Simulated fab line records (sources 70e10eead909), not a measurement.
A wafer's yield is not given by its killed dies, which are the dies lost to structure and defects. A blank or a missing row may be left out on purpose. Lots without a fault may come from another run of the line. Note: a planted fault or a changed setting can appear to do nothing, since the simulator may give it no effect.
Which of the tools did it? || flow nand_harc || 14 lots, 40 wafers sampled, at 4 steps of a route of 1302

== WHAT THE GAUGES READ, wafer by wafer ==
No reading from a measuring or inspecting step in the record can be judged against a usual standard deviation.

== WHICH TOOL RAN EACH LOT (tool, then ch and the chambers of the sampled wafers, then the start) ==
{"lot": "L594", "NHARC_A_STAIRCASE_TRIM_12": "rie_diel-05 ch 0,1,3, day 16 22:37", "NHARC_A_STAIRCASE_ETCH_13": "rie_diel-05 ch 0,1,2, no start", "NHARC_A_STAIRCASE_ETCH_15": "rie_diel-05 ch 0,1,3, no start", "NHARC_A_STAIRCASE_ETCH_23": "rie_diel-05 ch 0,1,2, no start"}
{"lot": "L596", "NHARC_A_STAIRCASE_TRIM_12": "rie_diel-03 ch 1,2, day 17 01:31", "NHARC_A_STAIRCASE_ETCH_13": "rie_diel-03 ch 0,1,3, no start", "NHARC_A_STAIRCASE_ETCH_15": "rie_diel-03 ch 0,3, no start", "NHARC_A_STAIRCASE_ETCH_23": "rie_diel-05 ch 0,3, no start"}
{"lot": "L597", "NHARC_A_STAIRCASE_TRIM_12": "rie_diel-03 ch 1,2,3, day 17 07:11", "NHARC_A_STAIRCASE_ETCH_13": "rie_diel-03 ch 0,2,3, no start", "NHARC_A_STAIRCASE_ETCH_15": "rie_diel-03 ch 1,2,3, no start", "NHARC_A_STAIRCASE_ETCH_23": "rie_diel-06 ch 1,2,3, no start"}
{"lot": "L598", "NHARC_A_STAIRCASE_TRIM_12": "rie_diel-06 ch 0,3, day 17 16:03", "NHARC_A_STAIRCASE_ETCH_13": "rie_diel-06 ch 1,3, no start", "NHARC_A_STAIRCASE_ETCH_15": "rie_diel-06 ch 1,2,3, no start", "NHARC_A_STAIRCASE_ETCH_23": "rie_diel-06 ch 1,2,3, no start"}
{"lot": "L599", "NHARC_A_STAIRCASE_TRIM_12": "rie_diel-03 ch 0,2,3, day 17 18:41", "NHARC_A_STAIRCASE_ETCH_13": "rie_diel-03 ch 1,3, no start", "NHARC_A_STAIRCASE_ETCH_15": "rie_diel-03 ch 1,2,3, no start", "NHARC_A_STAIRCASE_ETCH_23": "rie_diel-06 ch 0,2, no start"}
{"lot": "L600", "NHARC_A_STAIRCASE_TRIM_12": "rie_diel-05 ch 1,2,3, day 17 22:30", "NHARC_A_STAIRCASE_ETCH_13": "rie_diel-05 ch 2,3, no start", "NHARC_A_STAIRCASE_ETCH_15": "rie_diel-03 ch 2,3, no start", "NHARC_A_STAIRCASE_ETCH_23": "rie_diel-06 ch 1,2,3, no start"}
{"lot": "L601", "NHARC_A_STAIRCASE_TRIM_12": "rie_diel-05 ch 0,2,3, day 18 12:14", "NHARC_A_STAIRCASE_ETCH_13": "rie_diel-05 ch 0,1, no start", "NHARC_A_STAIRCASE_ETCH_15": "rie_diel-05 ch 2,3, no start", "NHARC_A_STAIRCASE_ETCH_23": "rie_diel-05 ch 0,1,3, no start"}
{"lot": "L602", "NHARC_A_STAIRCASE_TRIM_12": "rie_diel-03 ch 0,1,2, day 19 00:16", "NHARC_A_STAIRCASE_ETCH_13": "rie_diel-03 ch 0,2,3, no start", "NHARC_A_STAIRCASE_ETCH_15": "rie_diel-03 ch 2,3, no start", "NHARC_A_STAIRCASE_ETCH_23": "rie_diel-03 ch 0,1,3, no start"}
{"lot": "L603", "NHARC_A_STAIRCASE_TRIM_12": "rie_diel-03 ch 0,1,3, day 19 21:49", "NHARC_A_STAIRCASE_ETCH_13": "rie_diel-03 ch 0,1, no start", "NHARC_A_STAIRCASE_ETCH_15": "rie_diel-03 ch 1,3, no start", "NHARC_A_STAIRCASE_ETCH_23": "rie_diel-05 ch 1,2,3, no start"}
{"lot": "L606", "NHARC_A_STAIRCASE_TRIM_12": "rie_diel-05 ch 0,2,3, day 20 13:20", "NHARC_A_STAIRCASE_ETCH_13": "rie_diel-05 ch 0,2,3, no start", "NHARC_A_STAIRCASE_ETCH_15": "rie_diel-05 ch 2,3, no start", "NHARC_A_STAIRCASE_ETCH_23": "rie_diel-05 ch 0,2,3, no start"}
{"lot": "L608", "NHARC_A_STAIRCASE_TRIM_12": "rie_diel-03 ch 0,2,3, day 21 19:04", "NHARC_A_STAIRCASE_ETCH_13": "rie_diel-03 ch 0,1,2, no start", "NHARC_A_STAIRCASE_ETCH_15": "rie_diel-03 ch 0,1,3, no start", "NHARC_A_STAIRCASE_ETCH_23": "rie_diel-05 ch 1,2,3, no start"}
{"lot": "L611", "NHARC_A_STAIRCASE_TRIM_12": "rie_diel-05 ch 0,3, day 22 19:27", "NHARC_A_STAIRCASE_ETCH_13": "rie_diel-05 ch 0,3, no start", "NHARC_A_STAIRCASE_ETCH_15": "rie_diel-05 ch 0,3, no start", "NHARC_A_STAIRCASE_ETCH_23": "rie_diel-03 ch 0,1,3, no start"}
{"lot": "L610", "NHARC_A_STAIRCASE_TRIM_12": "rie_diel-03 ch 1,2, day 22 19:53", "NHARC_A_STAIRCASE_ETCH_13": "rie_diel-03 ch 0,1, no start", "NHARC_A_STAIRCASE_ETCH_15": "rie_diel-03 ch 2,3, no start", "NHARC_A_STAIRCASE_ETCH_23": "rie_diel-05 ch 1, no start"}
{"lot": "L612", "NHARC_A_STAIRCASE_TRIM_12": "rie_diel-03 ch 2, day 23 16:02", "NHARC_A_STAIRCASE_ETCH_13": "rie_diel-03 ch 0, no start", "NHARC_A_STAIRCASE_ETCH_15": "rie_diel-03 ch 1,2, no start", "NHARC_A_STAIRCASE_ETCH_23": "rie_diel-05 ch 0,2, no start"}
- NHARC_A_STAIRCASE_TRIM_12: chemistry O2, time 211.2 s.
- NHARC_A_STAIRCASE_ETCH_13: etches the open film in C4F8/O2, target depth 100 nm, time 40.5 s.
- NHARC_A_STAIRCASE_ETCH_15: etches the open film in C4F8/O2, target depth 100 nm, time 40.5 s.
- NHARC_A_STAIRCASE_ETCH_23: etches the open film in C4F8/O2, target depth 100 nm, time 40.5 s.

== WHAT THE TOOLS THEMSELVES READ (means of the sampled wafers that have a number; where no wafer has one, the mark that the record gives instead) ==
NHARC_A_STAIRCASE_TRIM_12.
{"lot": "L594", "tool": "rie_diel-05", "drypump_motor_current_A (A)": 5.6, "oes_product_au (a.u.)": 0.999, "rf_vpp_V (V)": 58.4, "run_length_s (s)": 232.3, "showerhead_plenum_p_Torr (Torr)": 3.46, "throttle_valve_pct (%)": 17.035}
{"lot": "L596", "tool": "rie_diel-03", "drypump_motor_current_A (A)": 5.9, "oes_product_au (a.u.)": 1.002, "rf_vpp_V (V)": 57.3, "run_length_s (s)": 232.1, "showerhead_plenum_p_Torr (Torr)": 3.42, "throttle_valve_pct (%)": 17.051}
{"lot": "L597", "tool": "rie_diel-03", "drypump_motor_current_A (A)": 5.6, "oes_product_au (a.u.)": 0.997, "rf_vpp_V (V)": 58.5, "run_length_s (s)": 232.4, "showerhead_plenum_p_Torr (Torr)": 3.47, "throttle_valve_pct (%)": 17.044}
{"lot": "L598", "tool": "rie_diel-06", "drypump_motor_current_A (A)": 5.6, "oes_product_au (a.u.)": 1.003, "rf_vpp_V (V)": 57.2, "run_length_s (s)": 232.7, "showerhead_plenum_p_Torr (Torr)": 3.35, "throttle_valve_pct (%)": 17.034}
{"lot": "L599", "tool": "rie_diel-03", "drypump_motor_current_A (A)": 5.8, "oes_product_au (a.u.)": 0.988, "rf_vpp_V (V)": 57.6, "run_length_s (s)": 232.3, "showerhead_plenum_p_Torr (Torr)": 3.44, "throttle_valve_pct (%)": 17.038}
{"lot": "L600", "tool": "rie_diel-05", "drypump_motor_current_A (A)": 5.9, "oes_product_au (a.u.)": 1.001, "rf_vpp_V (V)": 58.7, "run_length_s (s)": 232.3, "showerhead_plenum_p_Torr (Torr)": 3.46, "throttle_valve_pct (%)": 17.037}
{"lot": "L601", "tool": "rie_diel-05", "drypump_motor_current_A (A)": 6.1, "oes_product_au (a.u.)": 1.001, "rf_vpp_V (V)": 58.5, "run_length_s (s)": 232.0, "showerhead_plenum_p_Torr (Torr)": 3.47, "throttle_valve_pct (%)": 17.034}
{"lot": "L602", "tool": "rie_diel-03", "drypump_motor_current_A (A)": 5.8, "oes_product_au (a.u.)": 0.999, "rf_vpp_V (V)": 56.6, "run_length_s (s)": 232.4, "showerhead_plenum_p_Torr (Torr)": 3.44, "throttle_valve_pct (%)": 17.029}
{"lot": "L603", "tool": "rie_diel-03", "drypump_motor_current_A (A)": 5.6, "oes_product_au (a.u.)": 0.992, "rf_vpp_V (V)": 57.5, "run_length_s (s)": 232.2, "showerhead_plenum_p_Torr (Torr)": 3.49, "throttle_valve_pct (%)": 17.052}
{"lot": "L606", "tool": "rie_diel-05", "drypump_motor_current_A (A)": 6.1, "oes_product_au (a.u.)": 1.010, "rf_vpp_V (V)": 56.9, "run_length_s (s)": 231.8, "showerhead_plenum_p_Torr (Torr)": 3.46, "throttle_valve_pct (%)": 17.043}
{"lot": "L608", "tool": "rie_diel-03", "drypump_motor_current_A (A)": 5.8, "oes_product_au (a.u.)": 1.002, "rf_vpp_V (V)": 57.1, "run_length_s (s)": 232.5, "showerhead_plenum_p_Torr (Torr)": 3.42, "throttle_valve_pct (%)": 17.038}
{"lot": "L611", "tool": "rie_diel-05", "drypump_motor_current_A (A)": 5.7, "oes_product_au (a.u.)": 1.000, "rf_vpp_V (V)": 57.6, "run_length_s (s)": 232.0, "showerhead_plenum_p_Torr (Torr)": 3.62, "throttle_valve_pct (%)": 17.044}
{"lot": "L610", "tool": "rie_diel-03", "drypump_motor_current_A (A)": 5.8, "oes_product_au (a.u.)": 0.990, "rf_vpp_V (V)": 57.1, "run_length_s (s)": 244.1, "showerhead_plenum_p_Torr (Torr)": 3.43, "throttle_valve_pct (%)": 17.038}
{"lot": "L612", "tool": "rie_diel-03", "drypump_motor_current_A (A)": 6.0, "oes_product_au (a.u.)": 0.988, "rf_vpp_V (V)": 57.2, "run_length_s (s)": 244.5, "showerhead_plenum_p_Torr (Torr)": 3.35, "throttle_valve_pct (%)": 17.034}

NHARC_A_STAIRCASE_ETCH_13.
{"lot": "L594", "tool": "rie_diel-05", "oes_product_au (a.u.)": 0.952, "rf_vpp_V (V)": 893}
{"lot": "L596", "tool": "rie_diel-03", "oes_product_au (a.u.)": 0.940, "rf_vpp_V (V)": 895}
{"lot": "L597", "tool": "rie_diel-03", "oes_product_au (a.u.)": 0.925, "rf_vpp_V (V)": 893}
{"lot": "L598", "tool": "rie_diel-06", "oes_product_au (a.u.)": 0.930, "rf_vpp_V (V)": 889}
{"lot": "L599", "tool": "rie_diel-03", "oes_product_au (a.u.)": 0.945, "rf_vpp_V (V)": 896}
{"lot": "L600", "tool": "rie_diel-05", "oes_product_au (a.u.)": 0.950, "rf_vpp_V (V)": 887}
{"lot": "L601", "tool": "rie_diel-05", "oes_product_au (a.u.)": 0.944, "rf_vpp_V (V)": 905}
{"lot": "L602", "tool": "rie_diel-03", "oes_product_au (a.u.)": 0.949, "rf_vpp_V (V)": 892}
{"lot": "L603", "tool": "rie_diel-03", "oes_product_au (a.u.)": 0.938, "rf_vpp_V (V)": 894}
{"lot": "L606", "tool": "rie_diel-05", "oes_product_au (a.u.)": 0.933, "rf_vpp_V (V)": 893}
{"lot": "L608", "tool": "rie_diel-03", "oes_product_au (a.u.)": 0.942, "rf_vpp_V (V)": 892}
{"lot": "L611", "tool": "rie_diel-05", "oes_product_au (a.u.)": 0.958, "rf_vpp_V (V)": 899}
{"lot": "L610", "tool": "rie_diel-03", "oes_product_au (a.u.)": 0.943, "rf_vpp_V (V)": 893}
{"lot": "L612", "tool": "rie_diel-03", "oes_product_au (a.u.)": 0.942, "rf_vpp_V (V)": 892}

NHARC_A_STAIRCASE_ETCH_15.
{"lot": "L594", "tool": "rie_diel-05", "oes_product_au (a.u.)": 0.964, "rf_vpp_V (V)": 893}
{"lot": "L596", "tool": "rie_diel-03", "oes_product_au (a.u.)": 0.943, "rf_vpp_V (V)": 894}
{"lot": "L597", "tool": "rie_diel-03", "oes_product_au (a.u.)": 0.935, "rf_vpp_V (V)": 894}
{"lot": "L598", "tool": "rie_diel-06", "oes_product_au (a.u.)": 0.941, "rf_vpp_V (V)": 893}
{"lot": "L599", "tool": "rie_diel-03", "oes_product_au (a.u.)": 0.938, "rf_vpp_V (V)": 894}
{"lot": "L600", "tool": "rie_diel-03", "oes_product_au (a.u.)": 0.951, "rf_vpp_V (V)": 894}
{"lot": "L601", "tool": "rie_diel-05", "oes_product_au (a.u.)": 0.941, "rf_vpp_V (V)": 887}
{"lot": "L602", "tool": "rie_diel-03", "oes_product_au (a.u.)": 0.933, "rf_vpp_V (V)": 893}
{"lot": "L603", "tool": "rie_diel-03", "oes_product_au (a.u.)": 0.935, "rf_vpp_V (V)": 895}
{"lot": "L606", "tool": "rie_diel-05", "oes_product_au (a.u.)": 0.941, "rf_vpp_V (V)": 888}
{"lot": "L608", "tool": "rie_diel-03", "oes_product_au (a.u.)": 0.949, "rf_vpp_V (V)": 893}
{"lot": "L611", "tool": "rie_diel-05", "oes_product_au (a.u.)": 0.962, "rf_vpp_V (V)": 899}
{"lot": "L610", "tool": "rie_diel-03", "oes_product_au (a.u.)": 0.944, "rf_vpp_V (V)": 892}
{"lot": "L612", "tool": "rie_diel-03", "oes_product_au (a.u.)": 0.920, "rf_vpp_V (V)": 893}

NHARC_A_STAIRCASE_ETCH_23.
{"lot": "L594", "tool": "rie_diel-05", "oes_product_au (a.u.)": 0.947, "rf_vpp_V (V)": 893}
{"lot": "L596", "tool": "rie_diel-05", "oes_product_au (a.u.)": 0.943, "rf_vpp_V (V)": 888}
{"lot": "L597", "tool": "rie_diel-06", "oes_product_au (a.u.)": 0.949, "rf_vpp_V (V)": 892}
{"lot": "L598", "tool": "rie_diel-06", "oes_product_au (a.u.)": 0.941, "rf_vpp_V (V)": 893}
{"lot": "L599", "tool": "rie_diel-06", "oes_product_au (a.u.)": 0.948, "rf_vpp_V (V)": 897}
{"lot": "L600", "tool": "rie_diel-06", "oes_product_au (a.u.)": 0.955, "rf_vpp_V (V)": 894}
{"lot": "L601", "tool": "rie_diel-05", "oes_product_au (a.u.)": 0.951, "rf_vpp_V (V)": 900}
{"lot": "L602", "tool": "rie_diel-03", "oes_product_au (a.u.)": 0.949, "rf_vpp_V (V)": 895}
{"lot": "L603", "tool": "rie_diel-05", "oes_product_au (a.u.)": 0.962, "rf_vpp_V (V)": 893}
{"lot": "L606", "tool": "rie_diel-05", "oes_product_au (a.u.)": 0.951, "rf_vpp_V (V)": 894}
{"lot": "L608", "tool": "rie_diel-05", "oes_product_au (a.u.)": 0.959, "rf_vpp_V (V)": 893}
{"lot": "L611", "tool": "rie_diel-03", "oes_product_au (a.u.)": 0.943, "rf_vpp_V (V)": 894}
{"lot": "L610", "tool": "rie_diel-05", "oes_product_au (a.u.)": 0.948, "rf_vpp_V (V)": 904}
{"lot": "L612", "tool": "rie_diel-05", "oes_product_au (a.u.)": 0.974, "rf_vpp_V (V)": 895}

== THE ANSWER, worked out from the rows above alone ==
Rule: what is usual is taken from the lots themselves. Put in order of their means at a reading, lots are off if they are a third of the lots or fewer, leave a main group of 4 or more, and stand apart from it by a gap of 3 or more times the standard deviation of the main group's means; of several such gaps the widest counts. The tables above print the reading to a certain number of digits; a main group whose means all agree to those digits is not used. A lot without any number at a reading at which 4 lots or more have one is off too. All remaining lots with rows at the step are treated as sound. After the gauges, taken in route order, come the tools' own readings; for these a lot's mean is taken, as printed above. At the first step where some lot is off, the reading lying furthest off is the one used; lots without a number count as furthest.
Off: L610, L612, at NHARC_A_STAIRCASE_TRIM_12 (run_length_s). Main group: mean 232.2 s, sd 0.24.
A tool fits if, at that step or a process step before it, it ran every lot that is off, and no sound lot after the first of them. One fits: NHARC_A_STAIRCASE_TRIM_12 on rie_diel-03. A fault onset in the window from L608 (day 21 19:04, its last sound lot) to L610 (day 22 19:53, its first lot off) fits.
The tool's own readings at NHARC_A_STAIRCASE_TRIM_12 bear it out: on the lots that are off they differ by more than 5 times the standard deviation of the sound lots' means. run_length_s reads 244.3 s there against 232.2 s on the sound lots.

== WHAT THE SIMULATOR HAD PUT IN ==
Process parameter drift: rie_diel-03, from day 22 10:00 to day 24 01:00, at NHARC_A_STAIRCASE_TRIM_12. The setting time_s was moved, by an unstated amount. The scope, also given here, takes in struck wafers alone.
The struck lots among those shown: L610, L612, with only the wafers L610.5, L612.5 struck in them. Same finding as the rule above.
